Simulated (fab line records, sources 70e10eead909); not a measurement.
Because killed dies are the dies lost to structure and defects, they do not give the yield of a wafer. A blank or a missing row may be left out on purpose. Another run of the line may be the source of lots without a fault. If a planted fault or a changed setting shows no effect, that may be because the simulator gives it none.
Which of the tools did it?    flow nandHarc    Sampling: 11 lots, 33 wafers, 7 of 1302 route steps

## WHAT THE GAUGES SHOWED, per wafer
NHARC_P_STI_INSPECT_25.
lot   measured      on                rawDefectCount
L779  day 4 01:23   defectInspect-01  140 230 199
L783  day 5 15:55   defectInspect-02  607 554 363
L785  day 6 11:25   defectInspect-01  215 161 244
L791  day 8 22:07   defectInspect-01  125 162 138
L792  day 9 10:52   defectInspect-01  132 131 239
L793  day 10 02:49  defectInspect-01  261 263 318
L795  day 10 17:28  defectInspect-01  204 159 145
L797  day 11 18:42  defectInspect-01  567 440 339
L799  day 12 07:59  defectInspect-02  417 171 317
L800  day 12 15:25  defectInspect-01  156 197 156
L801  day 14 13:10  defectInspect-02  258 180 171

NHARC_P_GATE_INSPECT_28.
lot   measured      on                rawDefectCount
L779  day 5 03:08   defectInspect-02  4 5 4
L783  day 6 16:07   defectInspect-02  329 341 316
L785  day 7 12:52   defectInspect-01  279 281 321
L791  day 9 20:40   defectInspect-02  3 5 2
L792  day 10 09:15  defectInspect-01  5 7 7
L793  day 11 02:07  defectInspect-02  5 2 7
L795  day 11 15:49  defectInspect-02  7 5 5
L797  day 12 17:55  defectInspect-01  10 11 4
L799  day 13 06:24  defectInspect-02  3 7 6
L800  day 13 14:37  defectInspect-02  7 10 5
L801  day 15 12:31  defectInspect-02  2 2 5

NHARC_P_GATE_INSPECT_68.
lot   measured      on                rawDefectCount
L779  day 5 21:44   defectInspect-02  107 179 144
L783  day 7 12:34   defectInspect-01  943 941 743
L785  day 8 06:59   defectInspect-01  457 403 491
L791  day 10 14:56  defectInspect-02  113 133 122
L792  day 11 03:32  defectInspect-01  165 127 293
L793  day 12 02:29  defectInspect-01  247 237 324
L795  day 12 10:17  defectInspect-02  177 125 125
L797  day 13 12:07  defectInspect-01  493 417 342
L799  day 14 04:05  defectInspect-01  493 225 349
L800  day 14 09:02  defectInspect-02  128 177 137
L801  day 16 08:43  defectInspect-02  240 160 145

NHARC_END_SORT_01.
lot   measured      on         killedAtArray  killedAtOther  killedAtPeriphery  killedDies   killedOpen  killedShort
L783  day 25 19:09  prober-02  82 72 79       1 2 1          67 65 48           150 139 128  1 0 2       0 3 1
L785  day 27 07:34  prober-02  34 49 47       0 0 0          64 66 55           98 115 102   1 1 4       0 0 1

## WHAT TOOL EACH LOT RAN ON (gives the tool, then ch and the chambers of the sampled wafers, and finally the start)
lot   NHARC_P_GATE_ETCH_14                NHARC_P_GATE_DESCUM_31             NHARC_P_GATE_HM_OPEN_105
L779  wetBench-01 ch 0,1,4, day 4 12:59   rieDiel-06 ch 1,2,3, day 5 03:13   rieDiel-06 ch 1,2, day 5 21:44 or earlier
L783  wetBench-01 ch 0,2,7, day 6 02:05   rieDiel-13 ch 0,1,2, day 6 16:12   rieDiel-13 ch 0,2,3, day 7 12:34 or earlier
L785  wetBench-01 ch 3,4,5, day 6 20:15   rieDiel-13 ch 1,2,3, day 7 12:55   rieDiel-13 ch 0,2,3, day 8 06:59 or earlier
L791  wetBench-01 ch 1,2,4, day 9 06:45   rieDiel-13 ch 2,3, day 9 20:44     rieDiel-13 ch 0,2, day 10 14:56 or earlier
L792  wetBench-09 ch 3,6,7, day 9 19:39   rieDiel-08 ch 0,2,3, day 10 09:19  rieDiel-08 ch 0,1,3, day 11 03:32 or earlier
L793  wetBench-01 ch 2,3,6, day 10 11:36  rieDiel-13 ch 1,2,3, day 11 02:11  rieDiel-13 ch 0,1,3, day 12 02:29 or earlier
L795  wetBench-07 ch 1,2,3, day 11 02:13  rieDiel-08 ch 1,2,3, day 11 15:55  rieDiel-08 ch 1,2, day 12 10:17 or earlier
L797  wetBench-01 ch 2,3,7, day 12 03:46  rieDiel-08 ch 0,2,3, day 12 17:59  rieDiel-08 ch 0,1,2, day 13 12:07 or earlier
L799  wetBench-09 ch 3,4,5, day 12 16:40  rieDiel-08 ch 0,1,2, day 13 06:28  rieDiel-08 ch 0,1, day 14 04:05 or earlier
L800  wetBench-01 ch 0,2,3, day 13 00:06  rieDiel-08 ch 0,3, day 13 14:41    rieDiel-08 ch 1,2, day 14 09:02 or earlier
L801  wetBench-01 ch 3,4,6, day 14 21:58  rieDiel-08 ch 0,1,3, day 15 12:35  rieDiel-08 ch 0,1,3, day 16 08:43 or earlier
- NHARC_P_GATE_ETCH_14: etches SiO2 in dHF, target depth 48.8 nm.
- NHARC_P_GATE_DESCUM_31: chemistry O2, time 3 s.
- NHARC_P_GATE_HM_OPEN_105: chemistry O2/COS, target depth 360 nm.

## AS READ BY THE TOOLS THEMSELVES (means over the sampled wafers that have a number; for cases with no such wafer, the mark the record gives instead)
NHARC_P_GATE_DESCUM_31.
lot   tool        drypumpMotorCurrentA (A)  oesProductAu (a.u.)  rfVppV (V)  showerheadPlenumPTorr (Torr)  throttleValvePct (%)
L779  rieDiel-06  5.6                       1.000                57.1        1.86                          11.306
L783  rieDiel-13  5.1                       0.999                57.5        1.87                          11.313
L785  rieDiel-13  5.5                       0.998                57.4        1.85                          11.311
L791  rieDiel-13  5.9                       0.994                57.3        1.83                          11.310
L792  rieDiel-08  5.8                       0.993                58.3        1.88                          11.312
L793  rieDiel-13  5.5                       1.007                58.3        1.85                          11.304
L795  rieDiel-08  5.9                       0.995                58.0        1.90                          11.313
L797  rieDiel-08  5.9                       1.004                58.2        1.88                          11.310
L799  rieDiel-08  5.6                       0.996                57.0        1.92                          11.318
L800  rieDiel-08  5.9                       1.007                58.5        1.91                          11.328
L801  rieDiel-08  5.7                       1.002                58.3        1.95                          11.312

NHARC_P_GATE_HM_OPEN_105.
lot   tool        drypumpMotorCurrentA (A)  oesProductAu (a.u.)  rfFwdPowerW (W)  rfVppV (V)  showerheadPlenumPTorr (Torr)  throttleValvePct (%)
L779  rieDiel-06  5.9                       0.994                498.7            465.8       3.04                          28.334
L783  rieDiel-13  5.5                       0.999                498.5            465.8       3.02                          28.329
L785  rieDiel-13  5.5                       0.998                499.5            464.9       3.02                          28.334
L791  rieDiel-13  5.1                       0.999                500.0            464.9       3.04                          28.332
L792  rieDiel-08  5.7                       1.000                498.2            469.1       3.18                          28.324
L793  rieDiel-13  5.6                       1.006                499.8            464.0       2.98                          28.325
L795  rieDiel-08  5.8                       0.998                499.5            465.2       3.05                          28.330
L797  rieDiel-08  5.6                       1.006                499.2            466.1       3.13                          28.334
L799  rieDiel-08  5.4                       0.998                498.2            470.5       3.24                          28.326
L800  rieDiel-08  5.6                       1.009                500.3            467.4       3.16                          28.337
L801  rieDiel-08  5.7                       1.001                497.8            467.0       3.18                          28.327

## THE ANSWER, worked out from the rows above alone
Rule: the usual values come from the lots themselves. Put in order of their means at a reading, lots are off if they are a third of the lots or fewer, leave a main group of 4 or more, and stand apart from it by a gap of 3 or more times the standard deviation of the main group's means; of several such gaps the widest counts. The tables above print the reading to a certain number of digits; a main group whose means all agree to those digits is not used. Also off: a lot with no number at a reading for which 4 or more lots have one. Where the step has rows for the other lots, those lots are counted as sound. Order of review: gauges by route order, followed by the tools' own readings, for which a lot's mean as printed above is used. The first step at which some lot is off is used, and at that step the reading that is off furthest; a lot without a number counts as furthest.
Off: L783, L785 (NHARC_P_GATE_INSPECT_28, rawDefectCount). Main group: mean 5, sd 1.7.
A tool fits if, at a process step before that reading, it ran every lot that is off, and no sound lot after the first of them. Those tools and the gauges at NHARC_P_GATE_INSPECT_28 are tried in the same way. None of those tried fits.

## WHAT HAD BEEN PUT IN BY THE SIMULATOR
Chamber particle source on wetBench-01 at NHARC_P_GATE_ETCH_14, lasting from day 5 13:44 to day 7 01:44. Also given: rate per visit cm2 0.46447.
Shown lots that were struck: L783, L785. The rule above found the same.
